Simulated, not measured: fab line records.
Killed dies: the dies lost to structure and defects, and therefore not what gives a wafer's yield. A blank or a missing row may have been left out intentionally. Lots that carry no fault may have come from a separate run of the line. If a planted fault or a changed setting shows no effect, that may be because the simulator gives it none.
Chamber matching | flow n5_finfet | N5_HKMG_FIN_STRIP_57 on rie_diel-05 has 4 sister chambers
The step strips in CF4. 8 wafers are shown with their chamber, then 8 later ones without.

== WAFERS WITH THEIR CHAMBER ==
wafer  | chamber | showerhead_plenum_p_Torr (Torr) | throttle_valve_pct (%)
L083.4 | 1       | 1.87                            | 13.84
L083.6 | 3       | 1.76                            | 13.37
L086.1 | 1       | 1.86                            | 13.87
L086.2 | 0       | 1.84                            | 13.35
L091.1 | 2       | 1.82                            | 13.31
L091.3 | 0       | 1.84                            | 13.37
L091.4 | 3       | 1.76                            | 13.39
L092.2 | 2       | 1.82                            | 13.31

== WAFERS WITHOUT THEIR CHAMBER ==
wafer  | showerhead_plenum_p_Torr (Torr) | throttle_valve_pct (%)
L092.3 | 1.86                            | 13.90
L092.5 | 1.82                            | 13.31
L093.1 | 1.86                            | 13.90
L093.2 | 1.84                            | 13.37
L093.6 | 1.82                            | 13.32
L094.2 | 1.86                            | 13.90
L094.5 | 1.76                            | 13.40
L094.6 | 1.84                            | 13.38

== CHAMBER TAKEN BY EACH ==
wafer  | from the rows above | in truth
L092.3 | 1                   | 1
L092.5 | 2                   | 2
L093.1 | 1                   | 1
L093.2 | 0                   | 0
L093.6 | 2                   | 2
L094.2 | 1                   | 1
L094.5 | 3                   | 3
L094.6 | 0                   | 0
Correct placement for 8 of the 8. Left unplaced by these rows: 0. Number placed wrongly: 0.
How it was worked out, from the rows above alone: a wafer's distance from a chamber is the root of the sum, over the readings, of the square of ((its reading less the chamber's mean) divided by the reading's scatter). If the next closest chamber is less than 2 further off than the closest, the wafer can't be placed; otherwise it belongs to the closest. For every chamber, the mean is computed from those of its wafers that are shown. How the scatter is found: for the shown wafers, subtract from each reading the mean of its chamber, square and add these, divide the total by (wafers less chambers), then take the root.
